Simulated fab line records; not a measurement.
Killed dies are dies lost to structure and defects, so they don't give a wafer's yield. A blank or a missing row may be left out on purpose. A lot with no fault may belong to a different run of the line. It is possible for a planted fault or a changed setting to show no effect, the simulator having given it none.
Matching of chambers :: flow n5 finfet :: 4 sister chambers for N5_FIN_SAQP_SPACER2_ALD_28 on ald sin-01
The step deposits SiO2, target thk 8.1 nm, pulse time 1 s, purge time 2 s. 4 wafers are shown with their chamber, then 8 later ones without.

EACH WAFER AND ITS CHAMBER
wafer: L081.5
chamber: 1
heater power w (W): 468

wafer: L089.2
chamber: 3
heater power w (W): 490

wafer: L089.6
chamber: 0
heater power w (W): 443

wafer: L090.1
chamber: 2
heater power w (W): 468

WAFERS WITH NO CHAMBER GIVEN
wafer: L090.5
heater power w (W): 477

wafer: L090.6
heater power w (W): 452

wafer: L091.2
heater power w (W): 486

wafer: L091.4
heater power w (W): 461

wafer: L091.6
heater power w (W): 455

wafer: L093.3
heater power w (W): 498

wafer: L093.4
heater power w (W): 441

wafer: L093.5
heater power w (W): 492

THE CHAMBER EACH PASSED THROUGH
wafer: L090.5
from the rows above: can't be placed: 1 or 2 or 3
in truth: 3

wafer: L090.6
from the rows above: can't be placed: 0 or 1 or 2
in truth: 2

wafer: L091.2
from the rows above: can't be placed: 3 or 1 or 2
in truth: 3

wafer: L091.4
from the rows above: can't be placed: 1 or 2 or 0
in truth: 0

wafer: L091.6
from the rows above: can't be placed: 0 or 1 or 2
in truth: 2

wafer: L093.3
from the rows above: 3
in truth: 3

wafer: L093.4
from the rows above: 0
in truth: 0

wafer: L093.5
from the rows above: 3
in truth: 3
Placed correctly: 3 of 8. Not placeable from these rows: 5 (in 5, the candidates include the true chamber). Number placed wrongly: 0.
How it was worked out, from the rows above alone: a wafer's distance from a chamber is the root of the sum, over the readings, of the square of ((its reading less the chamber's mean) divided by the reading's scatter). The wafer belongs to the nearest chamber; if the next one is less than 2 further off, it can't be placed. Each chamber's mean is taken over the wafers shown for it. The scatter: root of mean squared gap, hidden wafer to nearest shown wafer, with one shown wafer a chamber.
